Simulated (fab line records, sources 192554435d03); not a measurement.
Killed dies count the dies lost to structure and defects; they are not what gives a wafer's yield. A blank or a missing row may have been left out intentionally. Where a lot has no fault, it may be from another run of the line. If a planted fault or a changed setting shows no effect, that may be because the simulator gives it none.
3 desks looking at one fault    flow n5_finfet    numbers are kept per desk, each desk with only its own; the story behind them comes last

DESK OF THE TOOL OWNER: epi_rpcvd-01
The tool's own readings at N5_PMOS_HMC_CHANNEL_EPI_EPI_20 (deposits SiGe30, target thk 59 nm): means of the sampled wafers that have a number, for each lot that ran on this tool. Any lot whose mean is over 4 standard deviations away from the usual mean is out of limits and marked OUT; that distance is given in the brackets.
Columns: A = chamber_pressure_Torr at N5_PMOS_HMC_CHANNEL_EPI_EPI_20, usual 20.00 Torr; B = lamp_inner_pct at N5_PMOS_HMC_CHANNEL_EPI_EPI_20, usual 12.5 %
lot   first seen here  A      B
L955  day 2 01:29      19.95  13.2
L957  day 2 12:12      20.03  13.2
L958  day 2 18:06      20.02  13.2
L974  day 6 18:07      20.05  13.2
L977  day 7 12:07      19.99  13.3
This desk's verdict: no lot among the 5 shows anything out of limits.

THE DEFECT DESK
For each lot, the counts of the inspections along the route, averaged over the sampled wafers that have a number. Any lot whose mean is over 4 standard deviations away from the usual mean is out of limits and marked OUT; that distance is given in the brackets.
Columns: A = raw_defect_count at N5_WELL_APT_INSPECT_27, usual 2.1; B = raw_defect_count at N5_PMOS_HMC_CHANNEL_EPI_INSPECT_11, usual 2.2
lot   first seen here  A    B
L955  day 1 22:08      2.0  4.0
L957  day 2 09:06      1.3  1.3
L958  day 2 14:56      1.3  1.3
L965  day 4 08:45      2.0  3.3
L966  day 4 14:46      1.5  1.5
L967  day 4 22:46      2.0  2.7
L968  day 5 03:37      3.3  1.0
L969  day 5 08:55      1.7  3.0
L973  day 6 09:00      2.7  2.7
L974  day 6 15:07      1.7  1.0
L976  day 7 04:12      2.0  4.3
L977  day 7 09:01      2.0  2.7
This desk's verdict: no lot among the 12 shows anything out of limits.

FROM THE METROLOGY DESK
What the gauges read, lot by lot, whatever tool the lot ran on: means of the sampled wafers that have a number. Any lot whose mean is over 4 standard deviations away from the usual mean is out of limits and marked OUT; that distance is given in the brackets. 7 of its 11 readings are shown, namely those furthest out on some lot.
Columns: A = PMOS_HMC_BLK_OVL at N5_PMOS_HMC_CHANNEL_EPI_OVL_MEAS_10, usual -0.1 nm; B = DIBL_N at N5_BEOL_M4_RC_MEAS_101, usual 36.0 mV/V; C = DIBL_P at N5_BEOL_M4_RC_MEAS_101, usual 35.9 mV/V; D = IOFF_P at N5_BEOL_M4_RC_MEAS_101, usual 0.21 nA/um; E = ION_P at N5_BEOL_M4_RC_MEAS_101, usual 463 uA/um; F = VT_N at N5_BEOL_M4_RC_MEAS_101, usual 250 mV; G = VT_P at N5_BEOL_M4_RC_MEAS_101, usual -251 mV
lot   first seen here  A     B     C     D     E    F    G
L955  day 2 00:26      0.7   36.3  36.1  0.20  458  251  -254
L957  day 2 11:07      -0.1  34.9  35.2  0.17  449  250  -254
L958  day 2 17:25      -0.2  33.1  32.1  0.15  459  258  -255
L965  day 4 11:05      -0.8  36.4  34.5  0.23  465  251  -247
L966  day 4 16:57      -0.6  35.2  35.7  0.19  461  248  -252
L967  day 5 00:46      0.0   -     -     -     -    -    -
L968  day 5 05:43      -0.2  -     -     -     -    -    -
L969  day 5 11:08      0.1   -     -     -     -    -    -
L973  day 6 11:14      0.5   39.0  40.1  0.26  473  247  -249
L974  day 6 17:25      -0.2  35.7  36.3  0.21  464  250  -252
L976  day 7 06:14      -1.9  36.0  38.0  0.23  465  245  -251
L977  day 7 11:17      0.2   35.8  37.2  0.26  477  245  -246
This desk's verdict: no lot among the 12 shows anything out of limits.

ALL TOGETHER
The tool owner's desk saw nothing out of limits.
Nothing out of limits was seen by the defect desk.
Nothing out of limits was seen by the metrology desk.

WHAT THE SIMULATOR PUT IN
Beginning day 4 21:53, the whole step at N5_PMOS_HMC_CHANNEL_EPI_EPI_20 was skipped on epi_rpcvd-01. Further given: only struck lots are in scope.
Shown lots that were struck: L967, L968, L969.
